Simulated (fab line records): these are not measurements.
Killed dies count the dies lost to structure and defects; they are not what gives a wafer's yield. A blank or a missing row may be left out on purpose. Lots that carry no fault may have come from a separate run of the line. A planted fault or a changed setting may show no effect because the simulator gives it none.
fab line records | flow n5-finfet
[record] lots = 7 wafers = 21 last-day = 18
route steps=1938 shown GATE_CUT@499 PASSIVATION@1936
lots that met no fault: taken from a fault-free run of the same line
start-h: hours from the record's first day to the start of the lot's first wafer shown | wait-h: hours since the lot's step before | " same as the row above | L1.1+2: a row that stands for several wafers | - no value, or no start given | * or withheld: withheld | < > ~ a bound
route shown NAME@n: NAME is a module with steps in the file, n the number in the route of the first one | usual: mean/standard deviation of fault-free wafers | same: alike in all rows | chamber/n: place in a boat | sites: per-site readings | _std_site: how widely they spread, as a standard deviation | _edge_site: the outer-site mean with the inner-site mean subtracted | radius-mm: for every site, how far away it sits from the centre of the wafer | mask NAME#n: copy n | behind: the tool/chamber that last shaped the wafer | hold: reason for holding the lot/hours on hold/outcome of the hold | device: names the non-switching transistor (n, p or np) | end of line: tests run on the same wafers once the route is complete | a step with no rows: only its recipe | killed: the dies lost at the first sort to structure and to defects; this is not the yield of the wafer | map: the dies of a wafer, with x for killed, . for not killed, _ for no die there
set.NAME: the setting that was run; set.NAME@STEP: the one run at that earlier step | model.NAME: the simulator's own value behind a step, which no gauge read
certain route steps with their lots: each step a table, each wafer a row
services: the hour from which a tool's chamber was out of use, counted from the record's first day as start-h (under 0 if before that day), plus the number of hours and why
[[steps]]
[step N5_GATE_CUT_ETCH_19]
[recipe] chemistry = CH3F/O2 target = SiNx mask-material = SiO2 target-depth-a = 537 time-s = 76.7 pressure-mtorr = 30 source-w = 395 bias-w = 73 Ar_flow_sccm = 150 CH3F_flow_sccm = 30 O2_flow_sccm = 20 ion-energy-ev = 120 ends = cleared
[usual] drypump-motor-current-A = 5.76/0.28 etch-rf-on-time-s = 76.6/1.9 oes_ar_750_au = 0.80/0.078 oes-product-au = 0.68/0.069 rf-vpp-V = 297/6.2 showerhead-plenum-p-Torr = 1.96/0.068 throttle-valve-pct = 16.32/0.21
// columns lot.wafer tool chamber start-h wait-h drypump-motor-current-A etch-rf-on-time-s oes_ar_750_au oes-product-au rf-hours-counter-h rf-vpp-V showerhead-plenum-p-Torr throttle-valve-pct
L987.1 rie-diel-03 2 139.05 0.0 6.06 76.2 0.74 0.60 186 286 1.93 16.44
L987.5 " 1 " " 5.94 76.0 0.82 0.68 - 292 2.00 16.27
L987.6 " 2 " " 6.04 76.7 0.73 0.60 - 286 1.93 16.43
L988.1 rie-diel-05 3 148.65 0.0 5.92 78.9 0.83 0.71 59 301 2.05 16.54
L988.2 " 1 " " 5.77 75.9 0.77 0.65 150 306 2.07 16.21
L988.3 " 2 " " 5.34 80.7 0.72 0.61 185 294 2.01 16.58
L990.2 rie-diel-03 0 155.05 0.0 6.41 77.2 0.95 0.83 1 307 1.95 16.09
L990.4 " 3 " " 5.71 77.0 0.76 0.66 - 300 1.91 16.53
L990.6 " 0 " " 6.40 77.2 0.96 0.82 - 305 1.95 16.06
L991.1 rie-diel-06 0 162.52 0.0 5.58 77.6 0.89 0.77 31 299 1.94 15.95
L991.2 " 3 " " 5.85 73.2 0.78 0.68 133 299 1.90 16.18
L991.5 " 2 " " 5.33 74.1 0.70 0.60 - 299 1.90 16.72
L992.2 rie-diel-06 2 168.47 0.0 5.36 73.4 0.71 0.60 251 299 1.90 16.74
L992.5 " 0 " " 5.57 77.3 0.89 0.76 - 299 1.94 15.94
L992.6 " 2 " " 5.35 73.0 0.71 0.60 - 299 1.90 16.74
L993.3 rie-diel-03 1 173.42 0.0 5.95 75.7 0.80 0.67 136 292 1.99 16.29
L993.4 " 3 " " 5.71 76.8 0.76 0.66 169 300 1.91 16.52
L993.5 " 2 " " 6.05 75.2 0.73 0.61 - 285 1.92 16.46
L101.1 rie-diel-06 2 227.89 0.0 5.34 75.5 0.99 0.83 4 304 2.15 16.23
L101.4 " 1 " " 5.62 76.7 0.74 0.63 181 289 1.88 16.25
L101.6 " 2 " " 5.33 74.6 0.99 0.83 - 302 2.15 16.24
[step N5_GATE_CUT_CUT_ETCH_53]
[recipe] chemistry = SF6/Cl2 target = W mask-material = SiO2 target-depth-a = 792 pressure-mtorr = 8 icp-w = 900 bias-w = 80 SF6_flow_sccm = 40 Cl2_flow_sccm = 60 ends = cleared
[step N5_GATE_CUT_CUT_ETCH_54]
[recipe] chemistry = Cl2/BCl3 target = TiN mask-material = SiO2 target-depth-a = 967 pressure-mtorr = 10 icp-w = 1000 bias-w = 126 Cl2_flow_sccm = 53.25 bcl3-flow-sccm = 21.75 Ar_flow_sccm = 25 ends = cleared
[usual] drypump-motor-current-A = 5.4/0.61 etch-rf-on-time-s = 36.9/1.6 he-backside-leak-sccm = 3.52/0.24 oes_ar_750_au = 0.73/0.079 oes-product-au = 0.67/0.072 throttle-valve-pct = 22.32/0.081
// columns lot.wafer tool chamber start-h wait-h drypump-motor-current-A etch-rf-on-time-s he-backside-leak-sccm oes_ar_750_au oes-product-au rf-hours-counter-h throttle-valve-pct
L987.1 rie-metal-01 0 139.21 0.0 6.3 34.7 3.64 0.72 0.67 65 22.39
L987.5 " 1 " " 4.8 35.4 3.39 0.81 0.76 - 22.26
L987.6 " 0 " " 6.3 34.8 3.74 0.73 0.67 - 22.40
L988.1 rie-metal-02 0 148.81 0.0 5.8 38.7 3.80 0.58 0.54 123 22.35
L988.2 " 1 " " 4.7 37.9 3.63 0.76 0.68 40 22.31
L988.3 " 0 " " 5.8 38.9 3.76 0.58 0.53 - 22.35
L990.2 rie-metal-02 0 155.22 0.0 5.8 39.0 3.66 0.58 0.53 124 22.37
L990.4 " 0 " " 5.8 38.9 3.66 0.58 0.54 - 22.35
L990.6 " 0 " " 5.8 38.7 3.68 0.58 0.54 - 22.35
L991.1 rie-metal-01 1 162.68 0.0 4.8 35.2 3.26 0.82 0.75 30 22.27
L991.2 " 0 " " 6.3 34.5 3.82 0.73 0.67 67 22.40
L991.5 " 0 " " 6.3 34.8 3.93 0.73 0.66 - 22.40
L992.2 rie-metal-01 1 168.64 0.0 4.8 35.7 3.48 0.80 0.75 31 22.27
L992.5 " 0 " " 6.2 34.8 3.67 0.72 0.67 - 22.41
L992.6 " 1 " " 4.8 35.6 3.47 0.81 0.75 - 22.27
L993.3 rie-metal-03 0 173.61 0.0 5.5 37.6 3.14 0.80 0.73 - 22.16
L993.4 " 1 " " 4.9 38.4 2.79 0.76 0.69 - 22.47
L993.5 " 0 " " 5.5 38.0 2.97 0.80 0.73 - 22.18
L101.1 rie-metal-03 0 228.06 0.0 5.5 37.5 3.09 0.78 0.71 37 22.17
L101.4 " 0 " " 5.5 37.1 3.13 0.79 0.73 - 22.17
L101.6 " 1 " " 4.9 38.5 3.29 0.74 0.68 - 22.49
[step N5_GATE_CUT_CUT_ETCH_55]
[recipe] chemistry = BCl3 target = HfO2 mask-material = SiO2 target-depth-a = 32 ion-energy-ev = 30 pressure-mtorr = 5 icp-w = 450 bias-w = 18 bcl3-flow-sccm = 80
[usual] drypump-motor-current-A = 5.4/0.62 he-backside-leak-sccm = 3.5/0.34 oes-product-au = 0.75/0.077 throttle-valve-pct = 33.0/0.38
// columns lot.wafer tool chamber start-h wait-h drypump-motor-current-A he-backside-leak-sccm oes-product-au rf-hours-counter-h throttle-valve-pct
L987.1 rie-metal-01 0 139.27 0.0 6.3 3.6 0.73 65 33.4
L987.5 " 1 " " 4.8 3.4 0.84 - 32.6
L987.6 " 0 " " 6.3 3.7 0.73 - 33.4
L988.1 rie-metal-02 0 148.87 0.0 5.8 3.5 0.62 123 32.5
L988.2 " 1 " " 4.7 3.6 0.75 40 33.3
L988.3 " 0 " " 5.8 3.7 0.61 - 32.5
L990.2 rie-metal-02 0 155.28 0.0 5.8 3.8 0.61 124 32.5
L990.4 " 0 " " 5.8 3.6 0.61 - 32.5
L990.6 " 0 " " 5.8 3.8 0.62 - 32.5
L991.1 rie-metal-01 1 162.74 0.0 4.8 3.4 0.83 30 32.6
L991.2 " 0 " " 6.2 3.9 0.73 67 33.5
L991.5 " 0 " " 6.2 4.0 0.73 - 33.4
L992.2 rie-metal-01 1 168.70 0.0 4.9 3.4 0.82 31 32.6
L992.5 " 0 " " 6.3 3.8 0.72 - 33.5
L992.6 " 1 " " 4.9 3.3 0.82 - 32.6
L993.3 rie-metal-03 0 173.66 0.0 5.5 2.9 0.82 - 33.0
L993.4 " 1 " " 4.9 3.0 0.77 - 33.2
L993.5 " 0 " " 5.5 2.9 0.83 - 33.0
L101.1 rie-metal-03 0 228.12 0.0 5.5 3.3 0.81 37 33.0
L101.4 " 0 " " 5.5 3.2 0.81 - 33.0
L101.6 " 1 " " 4.9 3.1 0.76 - 33.2
[step N5_GATE_CUT_ETCH_47]
[recipe] chemistry = Cl2/BCl3 target = SiO2 target-depth-a = 100 pressure-mtorr = 10 icp-w = 1000 bias-w = 126 Cl2_flow_sccm = 53.25 bcl3-flow-sccm = 21.75 Ar_flow_sccm = 25
[step N5_GATE_CUT_VAPOR_ETCH_48]
[recipe] chemistry = BCl3/Cl2 target = TiN mode = isotropic
[step N5_GATE_CUT_VAPOR_ETCH_49]
[recipe] chemistry = BCl3/Cl2 target = TiAlC mode = isotropic
[usual] drypump-motor-current-A = 5.4/0.61 he-backside-leak-sccm = 3.51/0.26 oes-product-au = 0.75/0.076
// columns lot.wafer tool chamber start-h wait-h drypump-motor-current-A he-backside-leak-sccm oes-product-au
L987.1 rie-metal-01 0 139.36 0.0 6.3 3.65 0.74
L987.5 " 1 " " 4.9 3.39 0.83
L987.6 " 0 " " 6.3 3.45 0.74
L988.1 rie-metal-02 0 148.96 0.0 5.8 3.55 0.61
L988.2 " 1 " " 4.7 3.68 0.75
L988.3 " 0 " " 5.8 3.58 0.61
L990.2 rie-metal-02 0 155.37 0.0 5.8 3.76 0.62
L990.4 " 0 " " 5.8 3.76 0.61
L990.6 " 0 " " 5.8 3.72 0.61
L991.1 rie-metal-01 1 162.83 0.0 4.8 3.35 0.83
L991.2 " 0 " " 6.3 3.64 0.73
L991.5 " 0 " " 6.2 3.61 0.73
L992.2 rie-metal-01 1 168.79 0.0 4.9 3.39 0.83
L992.5 " 0 " " 6.3 3.93 0.72
L992.6 " 1 " " 4.9 3.33 0.83
L993.3 rie-metal-03 0 173.75 0.0 5.5 3.06 0.83
L993.4 " 1 " " 4.9 2.96 0.76
L993.5 " 0 " " 5.5 3.19 0.83
L101.1 rie-metal-03 0 228.21 0.0 5.5 2.96 0.82
L101.4 " 0 " " 5.5 2.99 0.82
L101.6 " 1 " " 4.9 3.04 0.74
[step N5_GATE_CUT_VAPOR_ETCH_51]
[recipe] chemistry = BCl3/Cl2 target = HfO2 mode = isotropic
[usual] drypump-motor-current-A = 5.4/0.62 he-backside-leak-sccm = 3.51/0.21 oes-product-au = 0.75/0.076
// columns lot.wafer tool chamber start-h wait-h drypump-motor-current-A he-backside-leak-sccm oes-product-au
L987.1 rie-metal-01 0 139.39 0.0 6.2 3.61 0.74
L987.5 " 1 " " 4.8 3.23 0.83
L987.6 " 0 " " 6.3 3.80 0.73
L988.1 rie-metal-02 0 148.99 0.0 5.8 3.56 0.61
L988.2 " 1 " " 4.7 3.70 0.75
L988.3 " 0 " " 5.8 3.52 0.62
L990.2 rie-metal-02 0 155.40 0.0 5.8 3.56 0.62
L990.4 " 0 " " 5.8 3.55 0.61
L990.6 " 0 " " 5.8 3.58 0.61
L991.1 rie-metal-01 1 162.86 0.0 4.8 3.38 0.83
L991.2 " 0 " " 6.3 3.44 0.74
L991.5 " 0 " " 6.3 3.50 0.73
L992.2 rie-metal-01 1 168.82 0.0 4.9 3.48 0.82
L992.5 " 0 " " 6.2 3.48 0.73
L992.6 " 1 " " 4.8 3.43 0.83
L993.3 rie-metal-03 0 173.78 0.0 5.5 3.14 0.82
L993.4 " 1 " " 4.9 2.96 0.76
L993.5 " 0 " " 5.5 3.22 0.82
L101.1 rie-metal-03 0 228.24 0.0 5.5 3.22 0.83
L101.4 " 0 " " 5.5 3.30 0.82
L101.6 " 1 " " 4.9 3.13 0.74
[step N5_GATE_CUT_STRIP_21]
[recipe] chemistry = N2/H2 time-s = 30 power-w = 1000 temp-c = 250 pressure-mtorr = withheld n2-flow-sccm = 1750 h2-flow-sccm = 3250
[step N5_GATE_CUT_STRIP_29]
[recipe] chemistry = post-etch-residue-remover time-s = 60 temp-c = 25 remover-ph = withheld remover-water-wt-pct = withheld remover-fluoride-wt-pct = withheld
[step N5_GATE_CUT_SRD_52]
[recipe] dry = ipa-marangoni time-s = 30 temp-c = 23 rinse-liquid = diw
[step N5_GATE_CUT_ALD_22]
[recipe] material = SiNx target-thk-a = 160 temp-c = 400 ald-precursor-family = SiH2I2 ald-co-reactant = N2/H2-plasma pulse-time-s = 1 ald-cycles = 320 purge-time-s = 2 co-reactant-purge-time-s = 2 pressure-torr = 2
[step N5_GATE_CUT_CMP_23]
[recipe] stop-on = SiO2 t-overpolish-s = 23.4 post-cmp-clean = alkaline-brush down-force-psi = 2.5 platen-rpm = 51.8 pad-velocity-m-s = 1.0307 target-thk-nm = 16
[usual] motor-current-A = 9.6/0.97 overpolish-run-s = 23.400/0.0092 platen-rpm = 51.80/0.035 time-to-endpoint-s = 19/3.1
// columns lot.wafer tool chamber start-h wait-h motor-current-A overpolish-run-s platen-rpm time-to-endpoint-s
L987.1 cmp-02 1 141.10 0.8 8.4 23.394 51.78 19
L987.6 " 1 " " 8.8 23.397 51.76 20
L987.5 " 2 " " 9.5 23.401 51.83 22
L988.1 cmp-04 0 150.69 0.8 10.4 23.396 51.82 22
L988.3 " 2 " " 10.0 23.387 51.80 19
L988.2 " 3 " " 8.7 23.392 51.82 22
L990.2 cmp-04 3 157.09 0.8 8.7 23.409 49.66 19
L990.4 " 1 " " 10.8 23.411 49.72 14
L990.6 " 0 " " 10.9 23.383 49.74 19
L991.2 cmp-04 0 164.62 0.8 10.6 23.394 49.72 23
L991.1 " 2 " " 10.3 23.394 49.71 17
L991.5 " 3 " " 8.7 23.401 49.81 20
L992.2 cmp-02 1 170.51 0.8 8.2 23.399 51.82 20
L992.5 " 1 " " 8.7 23.400 51.86 19
L992.6 " 2 " " 9.6 23.421 51.72 21
L993.3 cmp-04 1 175.47 0.8 10.8 23.395 49.71 16
L993.4 " 2 " " 10.6 23.415 49.72 14
L993.5 " 2 " " 10.6 23.391 49.71 17
L101.4 cmp-02 1 231.48 0.2 8.6 23.407 51.82 20
L101.1 " 0 " " 9.5 23.410 51.91 23
L101.6 " 1 " " 8.5 23.414 51.78 23
[step N5_GATE_CUT_THK_MEAS_24]
[recipe] reads = SiO2_of_GATE_CUT_HM_DEP_46+SiO2_flowable_of_ILD0_FCVD_FILL_01
[usual] GC_FILL_THK = 220.5/2.6
// columns lot.wafer tool chamber start-h wait-h GC_FILL_THK[nm]
L987.1 film-metro-01 - 141.40 - 218.8
L987.5 " - " " 222.2
L987.6 " - " " 220.7
L988.1 film-metro-01 - 150.98 - 216.3
L988.2 " - " " 217.0
L988.3 " - " " 216.8
L990.2 film-metro-02 - 157.39 - 223.3
L990.4 " - " " 225.7
L990.6 " - " " 221.6
L991.1 film-metro-02 - 164.88 - 218.0
L991.2 " - " " 220.9
L991.5 " - " " 221.6
L992.2 film-metro-02 - 170.81 - 216.0
L992.5 " - " " 223.4
L992.6 " - " " 224.6
L993.3 film-metro-01 - 175.77 - 220.9
L993.4 " - " " 222.8
L993.5 " - " " 220.4
L101.1 film-metro-01 - 231.78 - 219.6
L101.4 " - " " 219.6
L101.6 " - " " 219.1
[step N5_PASSIVATION_PROBE_49]
[usual] killed_at_M0_to_M3 = 34/11 killed_at_M4_up = 14/5.6 killed-at-contacts = 13/5.9 killed-at-front-end = 40/11 killed-at-other = 4/3.1 killed-dies = 105/16 killed-on-rim = 14/4.2 killed-open = 68/11 killed-short = 34/8.4
[same] gross-dies = 1180 killed-at-back-side = 0
// columns lot.wafer tool chamber start-h wait-h killed_at_M0_to_M3 killed_at_M4_up killed-at-contacts killed-at-front-end killed-at-other killed-dies killed-on-rim killed-open killed-short
L990.2 prober-01 - 347.43 0.1 27 14 12 41 5 99 9 61 35
L990.4 prober-01 - 347.53 0.2 36 14 8 27 3 88 10 57 27
L990.6 prober-01 - 347.63 0.3 38 12 11 50 10 121 20 69 40
L988.1 prober-01 - 353.65 0.0 31 5 10 49 5 100 12 60 32
L988.2 prober-01 - 353.70 0.1 29 4 9 28 3 73 14 52 21
L988.3 prober-01 - 353.75 0.1 27 9 21 38 1 96 11 65 31
L992.2 prober-02 - 380.93 0.1 49 12 10 44 5 120 7 81 37
L992.5 prober-02 - 381.08 0.2 51 11 9 47 14 132 21 82 44
L992.6 prober-02 - 381.13 0.3 42 10 12 39 9 112 15 71 37
L993.3 prober-02 - 381.57 0.1 31 16 12 20 0 79 13 58 19
L993.4 prober-02 - 381.62 0.2 45 16 12 43 1 117 16 77 32
L993.5 prober-02 - 381.67 0.2 13 16 10 40 2 81 7 52 25
L991.1 prober-01 - 389.25 0.0 41 16 17 35 5 114 12 79 34
L991.2 prober-01 - 389.30 0.1 39 9 18 44 4 114 14 77 36
L991.5 prober-01 - 389.45 0.2 40 19 15 51 6 131 10 88 41
L101.1 prober-02 - 442.80 0.0 22 32 15 61 0 130 22 81 44
L101.4 prober-02 - 442.95 0.2 23 23 13 53 1 113 9 72 40
L101.6 prober-02 - 443.05 0.3 17 27 9 80 6 139 31 86 53
// killed by level:class
L990.2 MOL_CONTACT_COAG:geometric-particle:open=10 BEOL_M4:geometric-particle:open=7 STI_FIN_REVEAL:geometric-particle:open=6 DUMMY_GATE:geometric-particle:open=6 BEOL_M0_SAQP:geometric-particle:short=6 BEOL_M2:geometric-particle:open=6 BEOL_M3:geometric-particle:open=6 FIN_SAQP:geometric-particle:short=5
L990.4 MOL_CONTACT_COAG:geometric-particle:open=8 BEOL_M2:geometric-particle:open=8 BEOL_M0_SAQP:geometric-particle:short=7 DUMMY_GATE:geometric-particle:open=6 BEOL_M3:geometric-particle:open=6 BEOL_M0_SAQP:geometric-particle:open=4 BEOL_M0:geometric-particle:open=4 BEOL_M4:geometric-particle:open=4
L990.6 FIN_SAQP:geometric-particle:short=12 BEOL_M1:geometric-particle:open=10 MOL_CONTACT_COAG:geometric-particle:open=9 BEOL_M0_SAQP:geometric-particle:short=7 BEOL_M2:geometric-particle:open=6 STARTING-WAFER:geometric-particle:open=6 HKMG_FIN:area-etch=6 FIN_SAQP:geometric-particle:open=5
L988.1 FIN_SAQP:geometric-particle:open=14 MOL_CONTACT_COAG:geometric-particle:open=9 BEOL_M2:geometric-particle:open=9 HKMG_FIN:area-etch=7 FIN_SAQP:geometric-particle:short=6 GATE_CUT:geometric-particle:short=6 STI_FIN_REVEAL:geometric-particle:open=5 BEOL_M0_SAQP:geometric-particle:short=4
L988.2 FIN_SAQP:geometric-particle:open=11 MOL_CONTACT_COAG:geometric-particle:open=8 BEOL_M3:geometric-particle:open=7 FIN_SAQP:geometric-particle:short=5 BEOL_M0_SAQP:geometric-particle:open=4 BEOL_M0:geometric-particle:short=4 BEOL_M1:geometric-particle:open=4 STI_FIN_REVEAL:geometric-particle:open=3
L988.3 MOL_CONTACT_COAG:geometric-particle:open=17 STI_FIN_REVEAL:geometric-particle:open=12 BEOL_M0_SAQP:geometric-particle:open=10 FIN_SAQP:geometric-particle:open=8 BEOL_M0_SAQP:geometric-particle:short=7 FIN_SAQP:geometric-particle:short=4 MOL_CONTACT_COAG:geometric-particle:short=4 STARTING-WAFER:geometric-particle:short=4
L992.2 BEOL_M0_SAQP:geometric-particle:short=15 BEOL_M0_SAQP:geometric-particle:open=10 BEOL_M1:geometric-particle:open=10 STI_FIN_REVEAL:geometric-particle:open=9 DUMMY_GATE:geometric-particle:open=8 FIN_SAQP:geometric-particle:open=7 MOL_CONTACT_COAG:geometric-particle:open=6 FIN_SAQP:geometric-particle:short=5
L992.5 BEOL_M0_SAQP:geometric-particle:short=16 BEOL_M0_SAQP:geometric-particle:open=15 BEOL_M2:geometric-particle:open=11 FIN_SAQP:geometric-particle:open=10 MOL_CONTACT_COAG:geometric-particle:open=9 FIN_SAQP:geometric-particle:short=8 BEOL_M0:geometric-particle:open=6 STI_FIN_REVEAL:geometric-particle:open=5
L992.6 MOL_CONTACT_COAG:geometric-particle:open=12 BEOL_M0_SAQP:geometric-particle:short=11 FIN_SAQP:geometric-particle:open=10 BEOL_M2:geometric-particle:open=10 BEOL_M0_SAQP:geometric-particle:open=9 BEOL_M1:geometric-particle:open=9 STI_FIN_REVEAL:geometric-particle:open=6 GATE_CUT:geometric-particle:short=5
L993.3 MOL_CONTACT_COAG:geometric-particle:open=10 STI_FIN_REVEAL:geometric-particle:open=9 BEOL_M0_SAQP:geometric-particle:short=7 BEOL_M4:geometric-particle:open=7 BEOL_M0_SAQP:geometric-particle:open=5 BEOL_M1:geometric-particle:open=5 BEOL_M5:geometric-particle:open=5 FIN_SAQP:geometric-particle:open=4
L993.4 BEOL_M0_SAQP:geometric-particle:short=13 FIN_SAQP:geometric-particle:open=12 STI_FIN_REVEAL:geometric-particle:open=10 MOL_CONTACT_COAG:geometric-particle:open=9 BEOL_M0_SAQP:geometric-particle:open=8 BEOL_M2:geometric-particle:open=8 BEOL_M5:geometric-particle:open=7 BEOL_M1:geometric-particle:open=5
L993.5 STI_FIN_REVEAL:geometric-particle:open=10 FIN_SAQP:geometric-particle:open=9 MOL_CONTACT_COAG:geometric-particle:open=9 BEOL_M4:geometric-particle:open=8 FIN_SAQP:geometric-particle:short=6 STARTING-WAFER:geometric-particle:short=5 BEOL_M0_SAQP:geometric-particle:short=4 DUMMY_GATE:geometric-particle:open=3
L991.1 MOL_CONTACT_COAG:geometric-particle:open=15 BEOL_M0_SAQP:geometric-particle:open=14 BEOL_M1:geometric-particle:open=9 FIN_SAQP:geometric-particle:short=8 BEOL_M4:geometric-particle:open=8 BEOL_M0_SAQP:geometric-particle:short=7 DUMMY_GATE:geometric-particle:open=5 GATE_CUT:geometric-particle:open=4
L991.2 MOL_CONTACT_COAG:geometric-particle:open=17 STI_FIN_REVEAL:geometric-particle:open=11 BEOL_M0_SAQP:geometric-particle:open=10 BEOL_M0:geometric-particle:open=10 FIN_SAQP:geometric-particle:short=9 BEOL_M0_SAQP:geometric-particle:short=8 BEOL_M4:geometric-particle:open=7 STARTING-WAFER:geometric-particle:short=5
L991.5 STI_FIN_REVEAL:geometric-particle:open=16 MOL_CONTACT_COAG:geometric-particle:open=12 BEOL_M4:geometric-particle:open=12 BEOL_M0_SAQP:geometric-particle:open=11 BEOL_M0_SAQP:geometric-particle:short=11 DUMMY_GATE:geometric-particle:open=9 BEOL_M1:geometric-particle:open=7 FIN_SAQP:geometric-particle:short=6
L101.1 FIN_SAQP:geometric-particle:open=20 FIN_SAQP:geometric-particle:short=19 MOL_CONTACT_COAG:geometric-particle:open=12 BEOL_M4:geometric-particle:open=10 BEOL_M5:geometric-particle:open=9 STI_FIN_REVEAL:geometric-particle:open=8 BEOL_M1:geometric-particle:open=6 BEOL_M3:geometric-particle:open=6
L101.4 FIN_SAQP:geometric-particle:short=17 FIN_SAQP:geometric-particle:open=16 BEOL_M4:geometric-particle:open=15 BEOL_M2:geometric-particle:open=9 MOL_CONTACT_COAG:geometric-particle:open=8 GATE_CUT:geometric-particle:open=5 BEOL_M3:geometric-particle:open=5 BEOL_M4:geometric-particle:short=5
L101.6 FIN_SAQP:geometric-particle:open=19 STI_FIN_REVEAL:geometric-particle:open=19 FIN_SAQP:geometric-particle:short=17 BEOL_M4:geometric-particle:open=15 BEOL_M4:geometric-particle:short=8 MOL_CONTACT_COAG:geometric-particle:open=7 GATE_CUT:geometric-particle:short=7 STI_FIN_REVEAL:geometric-particle:short=5
[[services]]
// columns tool chamber start-h hours kind
rie-diel-03 0 116.90 - clean
rie-diel-03 0 116.90 - consumable-replace:esc
rie-diel-03 0 116.90 - consumable-replace:focus-ring
cmp-02 - 120.37 3.8 pm
cmp-04 - 123.00 0.7 repair
cmp-04 - 142.43 4.0 pm
cmp-04 - 146.43 - consumable-replace:conditioner
cmp-04 - 146.43 - consumable-replace:pad
cmp-02 - 153.93 0.7 repair
rie-diel-03 1 154.43 5.8 repair
rie-diel-06 3 165.87 11.5 repair
cmp-04 - 173.15 2.0 repair
cmp-04 - 176.37 6.5 pm
rie-diel-06 2 182.28 6.3 repair
cmp-04 - 183.67 2.0 repair
cmp-02 - 194.72 1.6 repair
rie-diel-03 3 204.13 13.8 repair
cmp-02 - 211.88 4.0 pm
rie-diel-06 - 216.83 4.3 pm
rie-metal-02 0 226.48 - clean
rie-metal-02 0 226.48 27.3 scheduled-down
rie-metal-02 0 226.48 27.3 vent-cycle
rie-diel-05 3 228.51 2.4 repair
cmp-04 - 230.79 1.2 repair
[[key]]
[first-sign] step = N5_GATE_CUT_CMP_23 reading = platen-rpm direction = down sigmas = 59 usual = 51.80 struck = 49.72
effect none on later readings
met-at N5_GATE_CUT_CMP_23
struck-wafers L990.2,L990.4,L990.6,L991.1,L991.2,L991.5,L993.3,L993.4,L993.5
tester-left-out L990,L991,L993
onset-between 150.69 157.09
[fault] kind = process-parameter-drift tool = cmp-04 chamber = - onset-h = 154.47 steps = N5_GATE_CUT_CMP_23 channel = platen-rpm offset = -2.072 shape = step end-h = 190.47 acts-in = these-recipes-only stated = 51.8
// tester-left-out: of these lots the tester's yield and bins aren't shown, on N5 and GAA mostly nor the transistor test; their killed dies are dies lost to structure and defects alone, not to doping, threshold or leakage, so they don't give the yield
